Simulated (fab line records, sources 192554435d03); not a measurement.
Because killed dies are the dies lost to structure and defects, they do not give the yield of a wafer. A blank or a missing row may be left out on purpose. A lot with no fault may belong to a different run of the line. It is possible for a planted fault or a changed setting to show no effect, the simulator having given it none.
Split-lot trial | flow n5Finfet | on a route of 1938 steps: 7 lots, 21 wafers read

THE SPLIT
At N5_BEOL_M2_EXPOSE_08 (exposes mask M2), the setting doseMj was moved away from the recipe's 41.25 on 9 of the 21 wafers read, by -5.2% to +5.5%. For the rest of the wafers, this setting stayed at what the recipe calls for.

FROM THE SPLIT TO THE READING: what the file shows between them, 2 steps
- N5_BEOL_M2_PEB_09: peb time 60 s
- N5_BEOL_M2_DEVELOP_10: develop time 30 s

THE READING
cdNm at N5_BEOL_M2_CD_MEAS_11, given in nm (cd target 16.79 nm). Fault-free wafers of this fab line usually give 16.83 nm, standard deviation 0.24 nm.

wafer  | tool, chamber at the split | doseMj as run | against the recipe | cdNm, nm | against lot-mates on the recipe
L075.2 | euvScanner-02, 0           | 41.25         | recipe             | 16.37    | -
L075.3 | euvScanner-02, 0           | 41.25         | recipe             | 17.17    | -
L075.6 | euvScanner-02, 0           | 41.25         | recipe             | 16.88    | -
L081.2 | euvScanner-02, 0           | 41.25         | recipe             | 17.34    | -
L081.3 | euvScanner-02, 0           | 39.09         | -5.2%              | 15.85    | -1.49
L081.6 | euvScanner-02, 0           | 39.09         | -5.2%              | 15.83    | -1.51
L082.2 | euvScanner-02, 0           | 43.32         | +5.0%              | 18.19    | +1.54
L082.5 | euvScanner-02, 0           | 41.25         | recipe             | 16.54    | -
L082.6 | euvScanner-02, 0           | 41.25         | recipe             | 16.76    | -
L083.2 | euvScanner-02, 0           | 42.46         | +2.9%              | 17.78    | +0.87
L083.3 | euvScanner-02, 0           | 41.25         | recipe             | 16.87    | -
L083.4 | euvScanner-02, 0           | 41.25         | recipe             | 16.95    | -
L086.2 | euvScanner-02, 0           | 41.25         | recipe             | 17.22    | -
L086.3 | euvScanner-02, 0           | 41.25         | recipe             | 16.88    | -
L086.6 | euvScanner-02, 0           | 41.25         | recipe             | 16.57    | -
L089.1 | euvScanner-01, 0           | 43.52         | +5.5%              | 17.69    | no lot-mate on the recipe
L089.5 | euvScanner-01, 0           | 43.52         | +5.5%              | 17.76    | no lot-mate on the recipe
L089.6 | euvScanner-01, 0           | 43.52         | +5.5%              | 17.70    | no lot-mate on the recipe
L093.1 | euvScanner-01, 0           | 41.25         | recipe             | 16.79    | -
L093.3 | euvScanner-01, 0           | 39.45         | -4.4%              | 15.99    | -0.80
L093.4 | euvScanner-01, 0           | 39.45         | -4.4%              | 16.00    | -0.79

THE FIT
A straight line over all 21 wafers: cdNm changes by +0.192 nm for each +1% of doseMj; r = +0.93; the points scatter about the line by 0.26 nm.
The same after taking each lot's own level away (the mean of its wafers on the recipe; 18 wafers): +0.264 nm for each +1%; r = +0.95; scatter 0.23 nm.
That fit puts the effect of the largest move of doseMj on the reading at 1.5 nm.
The lots' own levels span 16.650 to 17.340 nm, that is 2.9 times the standard deviation above.
Thus the slope moves with the lot-to-lot level: the two fits are different.
Check: -1.29 nm against its lot-mates is what the line predicts for one of the wafers moved furthest among these (-5.2%) when that wafer is left out of the fit. Against them it came out at -1.49 nm.

OTHER SPLITS APPLIED TO THESE WAFERS
Note: prior to the reading, these wafers also went through further splits. Each is held against what the fit with the lots' levels taken away leaves over:
other split on the same wafers  | wafers away from the commonest value | r with cdNm (lot level and that fit taken away)
N5_BEOL_M0_SAQP_COAT_08 spinRpm | 4                                    | -0.21
N5_BEOL_M0_SAQP_ETCH_107 biasW  | 8                                    | +0.18
N5_BEOL_M0_SAQP_COAT_87 spinRpm | 8                                    | -0.09
N5_BEOL_M1_PECVD_72 timeS       | 8                                    | +0.21
N5_BEOL_M1_COAT_61 spinRpm      | 6                                    | +0.35

THE WHOLE CHAIN: every reading that the file lists as answering this split, in the file's order
step                  | what it does                                                            | reading                                                             | change (the file's fit)               | r (the file's)
N5_BEOL_M2_CD_MEAS_11 | target cd 16.79 nm                                                      | cdNm                                                                | +0.269 nm for each +1% of the setting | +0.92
N5_BEOL_M2_ETCH_74    | etches underlayer in N2/H2, target depth 6.5 nm, time 5.2 s             | BEOL_M2.cdOffsetNm (the simulator's own value, which no gauge read) | +0.186 nm for each +1% of the setting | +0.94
N5_BEOL_M2_ETCH_64    | etches SOC in N2/H2, target depth 75 nm, overetch 22.5 nm, time 121.9 s | BEOL_M2.cdOffsetNm (the simulator's own value, which no gauge read) | +0.195 nm for each +1% of the setting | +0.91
N5_BEOL_M2_HM_OPEN_17 | chemistry Cl2/BCl3, target TiN, target depth 20 nm, overetch 6 nm       | BEOL_M2.cdOffsetNm (the simulator's own value, which no gauge read) | +0.215 nm for each +1% of the setting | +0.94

FILE'S OWN FIT
cdNm changes by +0.269 nm for each +1% of doseMj, r = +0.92.
